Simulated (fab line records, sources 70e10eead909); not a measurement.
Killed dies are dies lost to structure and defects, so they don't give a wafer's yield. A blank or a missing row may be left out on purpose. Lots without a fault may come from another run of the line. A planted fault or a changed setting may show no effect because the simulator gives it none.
fab line records | flow nand_harc
record lots=24 wafers=72 last_day=25
route steps=1159 shown A_CHANNEL_HOLE_D1@477 A_CHANNEL_FILL_D1@492 A_STAIRCASE@549
lots that met no fault: from a run of the same line without faults
start_h: hours from the record's first day to the start of the lot's first wafer shown | wait_h: hours since the lot's step before | " the same as in the row above | L1.1+2: a row that stands for several wafers | - no value, or no start given | * or withheld: withheld | < > ~ a bound
route shown NAME@n: a module of which the file shows steps, and the number in the route of the first | usual: mean/standard deviation of fault-free wafers | same: alike in all rows | chamber/n: place in a boat | sites: the reading at each site | _std_site: their standard deviation | _edge_site: outer sites' mean less inner sites' | radius_mm: how far each site lies from the wafer's centre | mask NAME#n: copy n | behind: the tool/chamber that last shaped the wafer | hold: why the lot was held/for how many hours/how that ended | device: the transistor (n, p or np) that didn't switch | end of line: the same wafers' tests at the end of the route | a step without rows: its recipe alone | killed: dies lost to structure and defects at the first sort, not the wafer's yield | map: a wafer's dies, x killed, . not, _ none there
set.NAME: the setting as run; set.NAME@STEP: as run at that earlier step | model.NAME: the simulator's own value behind a step, which no gauge read
steps of the route over a sample of lots; a table a step, a row a wafer
services: from which hour (start_h, from the record's first day; less than 0 if before it) a tool's chamber was out of use, for how many hours, and why
## steps
# step NHARC_A_CHANNEL_HOLE_D1_ETCH_25
# recipe bias_v=5000 source_w=withheld pressure_mtorr=20 time_s=1040.2 ar_flow_sccm=375 c4f8_flow_sccm=93.8 o2_flow_sccm=31.2 temp_c=-20 target_depth_a=15000 chemistry=C4F8/O2/Ar
# usual drypump_motor_current_A=5.8/0.58 he_backside_leak_sccm=5.7/0.66 showerhead_plenum_p_Torr=3.79/0.049 temp_c=-20.00/0.11 throttle_valve_pct=32.236/0.01
# columns lot.wafer tool chamber start_h wait_h drypump_motor_current_A he_backside_leak_sccm rf_hours_counter_h showerhead_plenum_p_Torr temp_c throttle_valve_pct
L075.3 har_etch-02 1 190.57 0.7 5.4 5.1 - 3.74 -19.88 32.237
L075.5 " 1 " " 5.4 5.0 - 3.74 -20.03 32.252
L075.6 " 0 " " 5.2 5.1 - 3.87 -20.00 32.240
L074.4 har_etch-01 1 191.05 0.7 6.1 6.0 - 3.82 -19.74 32.226
L074.5 " 0 " " 6.6 5.8 - 3.82 -19.97 32.233
L074.6 " 1 " " 6.2 6.0 - 3.82 -19.84 32.230
L076.1 har_etch-02 1 199.89 0.6 5.4 4.8 115 3.74 -20.16 32.225
L076.4 " 0 " " 5.2 5.3 - 3.86 -19.84 32.239
L076.6 " 1 " " 5.4 5.0 - 3.74 -20.20 32.243
L078.2 har_etch-01 0 200.38 0.6 6.6 5.6 196 3.82 -19.81 32.242
L078.5 " 0 " " 6.6 6.3 - 3.82 -19.96 32.252
L078.6 " 1 " " 6.2 5.8 - 3.82 -20.05 32.246
L077.1 har_etch-02 0 204.03 0.6 5.2 5.4 119 3.86 -19.75 32.240
L077.3 " 0 " " 5.2 5.5 - 3.86 -19.92 32.243
L077.5 " 0 " " 5.2 5.5 - 3.86 -19.94 32.244
L079.1 har_etch-01 0 208.75 0.6 6.6 5.9 200 3.81 -19.88 32.240
L079.2 " 1 " " 6.2 6.1 200 3.81 -19.85 32.232
L079.6 " 0 " " 6.7 6.1 - 3.81 -20.03 32.231
L080.1 har_etch-01 1 213.80 0.6 6.2 6.5 204 3.81 -19.92 32.253
L080.2 " 0 " " 6.7 6.3 204 3.81 -19.96 32.254
L080.3 " 0 " " 6.7 6.5 - 3.81 -19.94 32.234
L081.4 har_etch-02 0 214.42 0.7 5.2 5.4 - 3.86 -20.08 32.247
L081.3 " 1 " " 5.4 5.0 - 3.73 -19.82 32.242
L081.6 " 1 " " 5.4 5.0 - 3.73 -19.85 32.225
L082.1 har_etch-02 0 225.85 0.7 5.2 5.7 130 3.85 -19.96 32.235
L082.4 " 1 " " 5.4 5.1 - 3.73 -20.11 32.235
L082.5 " 0 " " 5.3 5.5 - 3.85 -19.86 32.238
L084.1 har_etch-02 0 240.05 0.6 5.2 5.4 135 3.85 -19.93 32.233
L084.4 " 0 " " 5.2 5.6 - 3.85 -19.99 32.249
L084.5 " 0 " " 5.2 5.5 - 3.85 -19.90 32.252
L083.2 har_etch-01 0 248.21 0.7 6.6 6.0 211 3.81 -20.00 32.247
L083.4 " 1 " " 6.2 6.4 - 3.81 -20.02 32.234
L083.5 " 1 " " 6.2 6.6 - 3.81 -19.99 32.241
L086.1 har_etch-02 0 268.06 0.6 5.3 5.4 144 3.85 -20.12 32.240
L086.2 " 1 " " 5.4 5.0 144 3.72 -20.01 32.229
L086.3 " 0 " " 5.2 5.0 - 3.85 -20.11 32.245
L088.4 har_etch-01 0 269.09 0.7 6.7 6.0 - 3.80 -19.84 32.214
L088.5 " 1 " " 6.2 6.2 - 3.80 -19.99 32.222
L088.6 " 0 " " 6.6 6.1 - 3.80 -20.04 32.235
L087.4 har_etch-02 1 272.48 0.7 5.4 5.0 - 3.72 -20.17 32.248
L087.6 " 1 " " 5.4 5.2 - 3.72 -20.05 32.235
L087.5 " 0 " " 5.2 5.2 - 3.84 -20.05 32.235
L085.4 har_etch-01 0 273.09 0.7 6.7 6.2 - 3.80 -19.95 32.219
L085.5 " 0 " " 6.6 6.1 - 3.80 -20.09 32.225
L085.6 " 1 " " 6.2 9.5 - 3.80 -20.20 32.235
L089.1 har_etch-01 1 278.51 0.7 6.2 6.3 227 3.80 -19.90 32.246
L089.3 " 0 " " 6.6 6.4 - 3.80 -20.00 32.223
L089.6 " 1 " " 6.2 6.0 - 3.80 -20.04 32.222
L091.2 har_etch-02 0 279.43 0.7 5.2 5.7 153 3.84 -19.93 32.242
L091.4 " 1 " " 5.4 5.1 - 3.72 -19.88 32.242
L091.6 " 1 " " 5.4 5.1 - 3.72 -19.88 32.234
L090.2 har_etch-01 0 282.66 0.7 6.6 6.1 231 3.80 -20.08 32.259
L090.4 " 0 " " 6.6 6.4 - 3.80 -20.03 32.240
L090.5 " 1 " " 6.2 5.8 - 3.80 -20.01 32.235
L093.2 har_etch-02 0 285.43 0.6 5.2 5.4 157 3.84 -20.01 32.228
L093.1 " 1 " " 5.4 5.0 157 3.71 -20.11 32.236
L093.3 " 1 " " 5.4 4.9 - 3.71 -19.86 32.228
L092.2 har_etch-01 0 286.67 0.6 6.7 6.3 235 3.79 -20.12 32.224
L092.3 " 0 " " 6.7 6.1 - 3.80 -20.10 32.236
L092.6 " 0 " " 6.7 6.4 - 3.80 -20.14 32.236
L094.1 har_etch-01 0 295.92 0.6 6.7 6.5 241 3.79 -19.98 32.237
L094.4 " 1 " " 6.2 6.6 - 3.79 -20.14 32.220
L094.6 " 1 " " 6.2 6.5 - 3.79 -19.93 32.251
L095.2 har_etch-02 1 296.14 0.6 5.4 5.3 164 3.71 -20.15 32.240
L095.4 " 1 " " 5.4 5.3 - 3.71 -20.11 32.226
L095.6 " 1 " " 5.4 5.5 - 3.71 -19.99 32.239
L096.2 har_etch-02 1 307.23 0.7 5.4 5.2 168 3.71 -20.01 32.226
L096.3 " 0 " " 5.2 5.5 - 3.83 -20.02 32.245
L096.5 " 1 " " 5.4 5.0 - 3.71 -20.23 32.251
L097.2 har_etch-02 0 317.11 0.6 5.2 5.7 177 3.83 -20.22 32.230
L097.1 " 1 " " 5.4 5.3 177 3.70 -19.95 32.226
L097.6 " 0 " " 5.2 5.1 - 3.83 -19.92 32.238
# step NHARC_A_CHANNEL_HOLE_D1_CD_MEAS_30
# usual cd_nm=89.7/0.86
# columns lot.wafer tool chamber start_h wait_h cd_nm
L075.3 cd_sem-03 - 192.91 - 90.6
L075.5 " - " " 90.9
L075.6 " - " " 91.4
L074.4 cd_sem-03 - 193.24 - 89.6
L074.5 " - " " 90.0
L074.6 " - " " 90.1
L076.1 cd_sem-03 - 202.48 - 91.4
L076.4 " - " " 89.6
L076.6 " - " " 90.5
L078.2 cd_sem-01 - 203.16 - 87.4
L078.5 " - " " 89.0
L078.6 " - " " 89.7
L077.1 cd_sem-02 - 206.65 - 89.2
L077.3 " - " " 90.2
L077.5 " - " " 88.9
L079.1 cd_sem-01 - 211.72 - 89.5
L079.2 " - " " 90.4
L079.6 " - " " 90.9
L081.3 cd_sem-01 - 216.77 - 89.7
L081.4 " - " " 88.8
L081.6 " - " " 90.3
L080.1 cd_sem-01 - 220.35 - 90.3
L080.2 " - " " 89.8
L080.3 " - " " 90.5
L082.1 cd_sem-03 - 228.33 - 88.6
L082.4 " - " " 88.8
L082.5 " - " " 90.3
L084.1 cd_sem-03 - 242.66 - 91.0
L084.4 " - " " 91.6
L084.5 " - " " 90.5
L083.2 cd_sem-02 - 250.70 - 89.1
L083.4 " - " " 89.1
L083.5 " - " " 89.1
L086.1 cd_sem-02 - 270.68 - 90.2
L086.2 " - " " 90.6
L086.3 " - " " 89.7
L088.4 cd_sem-02 - 271.28 - 89.9
L088.5 " - " " 89.5
L088.6 " - " " 90.0
L087.4 cd_sem-03 - 274.82 - 89.4
L087.5 " - " " 89.2
L087.6 " - " " 88.7
L085.4 cd_sem-03 - 275.43 - 89.1
L085.5 " - " " 89.8
L085.6 " - " " 89.8
L089.1 cd_sem-01 - 280.98 - 89.2
L089.3 " - " " 88.7
L089.6 " - " " 89.3
L091.2 cd_sem-03 - 281.89 - 89.3
L091.4 " - " " 89.5
L091.6 " - " " 89.5
L090.2 cd_sem-03 - 285.14 - 88.7
L090.4 " - " " 90.4
L090.5 " - " " 88.9
L093.1 cd_sem-03 - 288.06 - 89.3
L093.2 " - " " 87.8
L093.3 " - " " 89.5
L092.2 cd_sem-01 - 289.30 - 90.1
L092.3 " - " " 89.9
L092.6 " - " " 89.6
L094.1 cd_sem-03 - 298.56 - 89.6
L094.4 " - " " 90.8
L094.6 " - " " 91.3
L095.2 cd_sem-03 - 298.77 - 88.0
L095.4 " - " " 90.0
L095.6 " - " " 87.8
L096.2 cd_sem-02 - 309.71 - 89.1
L096.3 " - " " 89.8
L096.5 " - " " 89.0
L097.1 cd_sem-02 - 319.74 - 89.2
L097.2 " - " " 89.0
L097.6 " - " " 89.1
# step NHARC_A_CHANNEL_FILL_D1_ALD_02
# recipe target_thk_a=60 pulse_time_s=10 ald_cycles=60 temp_c=300 material=SiO2
# usual heater_power_w=489/50 precursor_pulse_height_rel=0.999/0.02 susceptor_temp_C=300.01/0.19
# columns lot.wafer tool chamber start_h wait_h heater_power_w precursor_pulse_height_rel susceptor_temp_C
L075.3 ald_hk-01 3 195.06 - 451 0.966 -
L075.5 " 0 " " 502 1.001 -
L075.6 " 1 " " 533 1.018 -
L074.4 ald_hk-01 3 195.35 - 458 0.976 299.80
L074.6 " 2 " " 463 0.986 300.27
L074.5 " 3 " " 455 1.028 299.80
L076.1 ald_hk-03 1 203.02 - 444 1.012 299.86
L076.4 " 2 " " 576 1.015 300.38
L076.6 " 3 " " 415 1.008 299.74
L078.2 ald_hk-01 3 203.77 - 453 0.993 300.26
L078.5 " 0 " " 493 0.977 300.22
L078.6 " 1 " " 532 1.008 300.12
L077.1 ald_hk-01 0 207.11 - 524 0.987 299.68
L077.3 " 1 " " 523 1.031 299.76
L077.5 " 0 " " 502 0.989 299.83
L079.2 ald_hk-03 0 212.10 - 498 1.006 299.47
L079.1 " 2 " " 578 1.002 300.14
L079.6 " 0 " " 508 1.010 299.88
L081.4 ald_hk-02 3 217.14 - 554 1.029 300.03
L081.3 " 0 " " 485 1.017 299.95
L081.6 " 3 " " 550 1.026 299.80
L080.2 ald_hk-03 2 220.73 - 581 0.999 300.39
L080.3 " 0 " " 517 0.975 300.44
L080.1 " 1 " " 444 1.009 300.01
L082.4 ald_hk-03 2 228.80 - 566 0.972 299.86
L082.1 " 0 " " 513 1.004 299.78
L082.5 " 2 " " 567 0.972 300.11
L084.1 ald_hk-03 0 243.06 - 505 0.996 299.93
L084.4 " 1 " " 460 1.027 300.01
L084.5 " 1 " " 454 0.992 300.14
L083.2 ald_hk-02 2 251.07 - 436 0.991 300.13
L083.4 " 1 " " 400 1.002 299.96
L083.5 " 3 " " 560 1.014 299.60
L086.1 ald_hk-03 1 271.06 - 445 0.996 300.00
L086.2 " 3 " " 424 0.988 299.95
L086.3 " 0 " " 504 1.010 300.17
L088.4 ald_hk-03 2 271.65 - 580 1.016 300.21
L088.5 " 2 " " 585 0.996 300.14
L088.6 " 3 " " 416 0.945 300.09
L087.4 ald_hk-02 1 275.34 - 411 1.015 300.29
L087.5 " 3 " " 545 0.994 299.87
L087.6 " 0 " " 483 1.041 299.94
L085.4 ald_hk-03 1 275.79 - 451 0.997 300.15
L085.5 " 1 " " 443 0.987 300.02
L085.6 " 2 " " 591 0.981 300.04
L089.1 ald_hk-01 3 281.44 - 478 1.006 300.08
L089.3 " 1 " " 502 0.987 300.03
L089.6 " 2 " " 495 0.988 299.88
L091.4 ald_hk-01 0 282.66 - 518 1.010 300.02
L091.2 " 3 " " 467 0.995 300.31
L091.6 " 0 " " 530 0.993 300.52
L090.2 ald_hk-03 2 287.37 - 596 0.988 299.95
L090.4 " 1 " " 454 1.015 299.90
L090.5 " 2 " " 570 1.016 300.09
L093.2 ald_hk-01 2 289.01 - 486 1.005 300.04
L093.3 " 3 " " 474 1.000 300.00
L093.1 " 0 " " 523 1.068 300.21
L092.2 ald_hk-01 2 289.75 - 482 0.987 299.85
L092.3 " 0 " " 521 0.993 299.92
L092.6 " 2 " " 486 1.015 300.23
L094.4 ald_hk-01 1 299.02 - 497 0.974 299.85
L094.1 " 3 " " 449 1.016 300.20
L094.6 " 0 " " 535 0.983 300.03
L095.2 ald_hk-02 0 299.30 - 480 1.005 300.12
L095.4 " 1 " " 383 0.995 300.16
L095.6 " 2 " " 450 1.022 300.12
L096.3 ald_hk-02 1 310.08 - 372 0.988 299.83
L096.2 " 0 " " 473 1.003 300.15
L096.5 " 2 " " 465 0.976 300.00
L097.2 ald_hk-01 2 320.14 - 487 0.969 300.08
L097.1 " 0 " " 531 0.962 299.95
L097.6 " 2 " " 493 1.021 299.97
# step NHARC_A_CHANNEL_FILL_D1_ETCHBACK_20
# recipe target_depth_a=270 time_s=13.5 c4f8_flow_sccm=withheld o2_flow_sccm=8 ar_flow_sccm=withheld rf_w=600 bias_w=1500 chemistry=C4F8/O2/Ar
# usual oes_product_au=0.98/0.034 rf_vpp_V=979/4.7
# columns lot.wafer tool chamber start_h wait_h oes_product_au rf_hours_counter_h rf_vpp_V
L074.4 rie_diel-06 2 218.84 - 1.01 4 977
L074.5 " 3 " " 1.00 - 981
L074.6 " 0 " " 1.00 - 980
L075.3 rie_diel-07 3 218.85 - 0.93 3 980
L075.6 " 1 " " 0.94 - 974
L075.5 " 2 " " 0.93 - 984
L076.1 rie_diel-07 2 226.91 - 0.93 4 984
L076.6 " 2 " " 0.93 - 984
L076.4 " 3 " " 0.93 - 978
L078.2 rie_diel-03 1 226.93 - 0.99 0 988
L078.5 " 2 " " 1.00 - 983
L078.6 " 3 " " 0.99 - 983
L077.3 rie_diel-03 1 231.09 - 0.99 1 988
L077.1 " 2 " " 0.99 1 984
L077.5 " 1 " " 1.00 - 986
L079.1 rie_diel-06 2 236.28 - 1.01 5 976
L079.2 " 0 " " 1.01 6 980
L079.6 " 3 " " 1.00 - 980
L081.4 rie_diel-03 1 243.83 - 0.98 3 987
L081.3 " 2 " " 0.98 3 982
L081.6 " 2 " " 0.98 - 984
L080.3 rie_diel-07 2 246.25 - 1.02 0 985
L080.1 " 3 " " 1.00 0 980
L080.2 " 1 " " 1.01 0 973
L082.4 rie_diel-06 2 254.69 - 1.01 0 977
L082.1 " 0 " " 1.00 0 979
L082.5 " 2 " " 1.00 - 978
L084.1 rie_diel-06 2 267.27 - 1.01 0 977
L084.4 " 0 " " 1.01 0 979
L084.5 " 1 " " 1.02 - 971
L083.2 rie_diel-07 0 275.46 - 0.93 0 978
L083.4 " 1 " " 0.99 1 976
L083.5 " 2 " " 0.99 - 985
L088.4 rie_diel-06 0 295.08 - 1.01 1 978
L088.6 " 0 " " 1.01 - 978
L088.5 " 1 " " 1.01 - 969
L086.3 rie_diel-03 2 295.11 - 0.98 11 984
L086.2 " 3 " " 1.00 11 983
L086.1 " 0 " " 1.00 10 970
L085.4 rie_diel-06 2 300.06 - 0.97 1 976
L085.6 " 2 " " 0.96 - 980
L085.5 " 3 " " 0.97 - 981
L087.4 rie_diel-07 3 300.07 - 1.00 2 979
L087.6 " 0 " " 1.00 - 980
L087.5 " 1 " " 0.99 - 974
L089.1 rie_diel-07 3 305.81 - 1.00 2 980
L089.3 " 1 " " 1.00 1 974
L089.6 " 0 " " 1.00 - 979
L091.4 rie_diel-06 2 305.82 - 0.99 1 977
L091.2 " 3 " " 0.99 1 981
L091.6 " 1 " " 1.00 - 971
L092.2 rie_diel-03 0 312.50 - 1.01 14 971
L092.3 " 2 " " 0.99 14 984
L092.6 " 1 " " 1.01 - 987
L090.4 rie_diel-07 3 312.54 - 0.92 2 980
L090.2 " 1 " " 0.93 2 975
L090.5 " 2 " " 0.93 - 984
L093.2 rie_diel-03 0 312.58 - 0.93 14 971
L093.3 " 1 " " 0.92 11 986
L093.1 " 2 " " 0.90 14 982
L095.4 rie_diel-06 0 324.22 - 0.93 2 977
L095.2 " 2 " " 0.93 2 977
L095.6 " 1 " " 0.93 - 972
L094.1 rie_diel-07 3 324.24 - 0.93 2 979
L094.6 " 2 " " 0.94 - 983
L094.4 " 3 " " 0.92 - 979
L096.2 rie_diel-06 3 337.49 - 0.94 3 979
L096.3 " 1 " " 0.93 3 972
L096.5 " 2 " " 0.93 - 979
L097.1 rie_diel-07 3 350.02 - 0.93 3 979
L097.2 " 2 " " 0.95 3 983
L097.6 " 0 " " 1.00 - 979
# step NHARC_A_STAIRCASE_ETCH_13
# recipe target_depth_a=1000 time_s=40.5 ion_energy_ev=400 c4f8_flow_sccm=20 o2_flow_sccm=10 ar_flow_sccm=withheld rf_w=600 bias_w=1000 chemistry=C4F8/O2
# usual oes_product_au=0.940/0.013 rf_vpp_V=897/4.1
# columns lot.wafer tool chamber start_h wait_h oes_product_au rf_hours_counter_h rf_vpp_V
L075.3 rie_diel-04 1 - - 0.943 48 896
L075.5 " 3 " " 0.940 - 898
L075.6 " 0 " " 0.950 - 899
L074.4 rie_diel-11 1 - - 0.934 14 900
L074.5 " 1 " " 0.925 - 900
L074.6 " 2 " " 0.941 - 906
L076.4 rie_diel-05 1 - - 0.957 31 901
L076.1 " 2 " " 0.955 32 893
L076.6 " 1 " " 0.965 - 900
L078.2 rie_diel-11 3 - - 0.962 18 900
L078.5 " 1 " " 0.945 - 899
L078.6 " 2 " " 0.955 - 905
L077.3 rie_diel-05 1 - - 0.967 35 901
L077.1 " 2 " " 0.966 35 895
L077.5 " 1 " " 0.969 - 900
L079.2 rie_diel-04 0 - - 0.935 58 899
L079.1 " 1 " " 0.923 53 895
L079.6 " 3 " " 0.912 - 897
L080.3 rie_diel-11 0 - - 0.958 24 896
L080.2 " 1 " " 0.943 23 898
L080.1 " 2 " " 0.965 24 905
L081.3 rie_diel-11 3 - - 0.930 27 898
L081.4 " 0 " " 0.931 25 896
L081.6 " 2 " " 0.929 - 904
L082.1 rie_diel-05 3 - - 0.922 42 888
L082.4 " 0 " " 0.930 42 897
L082.5 " 2 " " 0.918 - 895
L084.4 rie_diel-11 2 - - 0.944 34 904
L084.1 " 1 " " 0.916 33 899
L084.5 " 3 " " 0.932 - 898
L083.4 rie_diel-11 0 - - 0.964 35 895
L083.2 " 2 " " 0.958 36 903
L083.5 " 0 " " 0.956 - 895
L086.2 rie_diel-11 1 - - 0.942 41 898
L086.1 " 2 " " 0.940 43 904
L086.3 " 0 " " 0.946 40 898
L088.4 rie_diel-05 2 - - 0.944 - 895
L088.6 " 3 " " 0.944 - 889
L088.5 " 0 " " 0.954 - 896
L087.5 rie_diel-05 2 - - 0.926 - 894
L087.4 " 3 " " 0.928 - 889
L087.6 " 0 " " 0.946 - 897
L085.4 rie_diel-11 0 - - 0.945 41 895
L085.6 " 3 " " 0.930 - 898
L085.5 " 0 " " 0.941 - 895
L089.1 rie_diel-11 0 - - 0.932 42 894
L089.3 " 1 " " 0.930 44 899
L089.6 " 3 " " 0.919 - 899
L091.2 rie_diel-05 2 - - 0.928 59 894
L091.4 " 3 " " 0.925 - 889
L091.6 " 0 " " 0.942 - 895
L092.3 rie_diel-11 1 - - 0.939 47 899
L092.2 " 0 " " 0.943 46 895
L092.6 " 1 " " 0.945 - 900
L090.2 rie_diel-11 0 - - 0.942 46 897
L090.4 " 1 " " 0.920 47 898
L090.5 " 2 " " 0.939 - 905
L093.2 rie_diel-11 1 - - 0.927 50 899
L093.1 " 2 " " 0.938 52 901
L093.3 " 0 " " 0.930 48 896
L094.1 rie_diel-05 3 - - 0.921 1 888
L094.4 " 2 " " 0.935 - 895
L094.6 " 2 " " 0.933 - 893
L095.2 rie_diel-04 3 - - 0.942 25 897
L095.4 " 0 " " 0.937 24 899
L095.6 " 3 " " 0.930 - 897
L096.3 rie_diel-11 3 - - 0.933 55 897
L096.2 " 1 " " 0.925 57 898
L096.5 " 0 " " 0.932 - 894
L097.2 rie_diel-11 1 - - 0.950 0 896
L097.1 " 3 " " 0.952 1 898
L097.6 " 1 " " 0.948 - 898
# step NHARC_A_STAIRCASE_ETCH_15
# recipe target_depth_a=1000 time_s=40.5 ion_energy_ev=400 c4f8_flow_sccm=20 o2_flow_sccm=10 ar_flow_sccm=withheld rf_w=600 bias_w=1000 chemistry=C4F8/O2
# usual oes_product_au=0.946/0.015 rf_vpp_V=897/4.2
# columns lot.wafer tool chamber start_h wait_h oes_product_au rf_hours_counter_h rf_vpp_V
L075.3 rie_diel-04 2 - - 0.949 43 891
L075.6 " 1 " " 0.943 - 894
L075.5 " 2 " " 0.940 - 894
L074.4 rie_diel-11 1 - - 0.941 14 898
L074.6 " 0 " " 0.949 - 896
L074.5 " 1 " " 0.941 - 898
L076.4 rie_diel-05 3 - - 0.927 30 889
L076.1 " 2 " " 0.947 32 894
L076.6 " 3 " " 0.939 - 890
L078.2 rie_diel-11 2 - - 0.950 17 905
L078.5 " 2 " " 0.944 - 906
L078.6 " 3 " " 0.941 - 899
L077.1 rie_diel-05 2 - - 0.957 35 895
L077.3 " 3 " " 0.953 33 889
L077.5 " 2 " " 0.936 - 893
L079.2 rie_diel-04 1 - - 0.934 53 894
L079.1 " 3 " " 0.944 58 897
L079.6 " 2 " " 0.941 - 892
L080.3 rie_diel-11 2 - - 0.931 24 905
L080.1 " 3 " " 0.933 25 898
L080.2 " 0 " " 0.952 24 897
L081.4 rie_diel-11 0 - - 0.934 25 896
L081.3 " 1 " " 0.922 25 898
L081.6 " 2 " " 0.939 - 904
L082.4 rie_diel-05 0 - - 0.935 42 898
L082.1 " 3 " " 0.928 42 890
L082.5 " 1 " " 0.948 - 900
L084.1 rie_diel-11 3 - - 0.949 35 898
L084.4 " 1 " " 0.934 34 899
L084.5 " 3 " " 0.937 - 898
L083.2 rie_diel-11 1 - - 0.947 35 898
L083.4 " 2 " " 0.951 36 905
L083.5 " 0 " " 0.961 - 896
L086.3 rie_diel-11 3 - - 0.935 41 898
L086.1 " 0 " " 0.949 40 896
L086.2 " 2 " " 0.940 43 905
L088.6 rie_diel-05 2 - - 0.945 - 894
L088.5 " 3 " " 0.950 - 890
L088.4 " 0 " " 0.956 - 895
L087.5 rie_diel-05 0 - - 0.948 - 897
L087.4 " 2 " " 0.948 - 894
L087.6 " 3 " " 0.941 - 888
L085.4 rie_diel-11 3 - - 0.946 42 899
L085.6 " 2 " " 0.947 - 903
L085.5 " 3 " " 0.944 - 900
L089.3 rie_diel-11 1 - - 0.944 44 898
L089.1 " 0 " " 0.950 43 897
L089.6 " 1 " " 0.931 - 898
L091.2 rie_diel-05 2 - - 0.933 59 892
L091.4 " 3 " " 0.933 - 889
L091.6 " 0 " " 0.940 - 896
L092.3 rie_diel-11 0 - - 0.953 46 897
L092.2 " 2 " " 0.941 49 903
L092.6 " 0 " " 0.947 - 895
L090.4 rie_diel-11 1 - - 0.931 47 899
L090.2 " 0 " " 0.944 46 896
L090.5 " 1 " " 0.928 - 898
L093.1 rie_diel-11 2 - - 0.945 52 905
L093.3 " 3 " " 0.942 50 899
L093.2 " 0 " " 0.935 49 896
L095.4 rie_diel-04 1 - - 0.940 23 895
L095.2 " 2 " " 0.953 23 893
L095.6 " 3 " " 0.950 - 897
L094.4 rie_diel-04 1 352.94 - 0.998 23 894
L094.1 " 2 " " 1.002 23 892
L094.6 " 0 " " 1.020 - 899
L096.2 rie_diel-11 1 - - 0.935 57 898
L096.3 " 2 " " 0.937 60 905
L096.5 " 3 " " 0.945 - 899
L097.1 rie_diel-11 2 - - 0.949 1 903
L097.2 " 0 " " 0.944 1 894
L097.6 " 2 " " 0.951 - 903
## services
# columns tool chamber start_h hours kind
rie_diel-05 0 185.02 4.9 repair
rie_diel-11 - 189.59 9.0 pm
rie_diel-06 1 190.10 4.3 repair
har_etch-01 - 194.45 0.5 repair
rie_diel-04 2 196.01 14.9 repair
rie_diel-07 0 203.53 69.7 repair
ald_hk-03 - 217.18 1.1 repair
rie_diel-07 - 228.20 9.0 pm
rie_diel-04 1 229.80 3.6 repair
rie_diel-06 - 241.20 9.0 pm
rie_diel-04 1 253.92 2.7 repair
rie_diel-04 1 275.49 13.2 repair
rie_diel-04 2 286.14 9.2 repair
rie_diel-11 1 304.97 3.8 repair
har_etch-01 - 305.00 17.0 pm
rie_diel-05 2 305.93 9.1 repair
rie_diel-11 - 310.36 0.3 repair
rie_diel-07 1 320.46 6.3 repair
rie_diel-05 1 323.17 52.0 repair
ald_hk-03 - 329.62 1.4 repair
rie_diel-05 - 341.01 9.0 pm
rie_diel-11 3 350.25 3.7 repair
rie_diel-06 2 359.77 3.6 repair
rie_diel-06 3 361.06 7.5 repair
## key
fault none
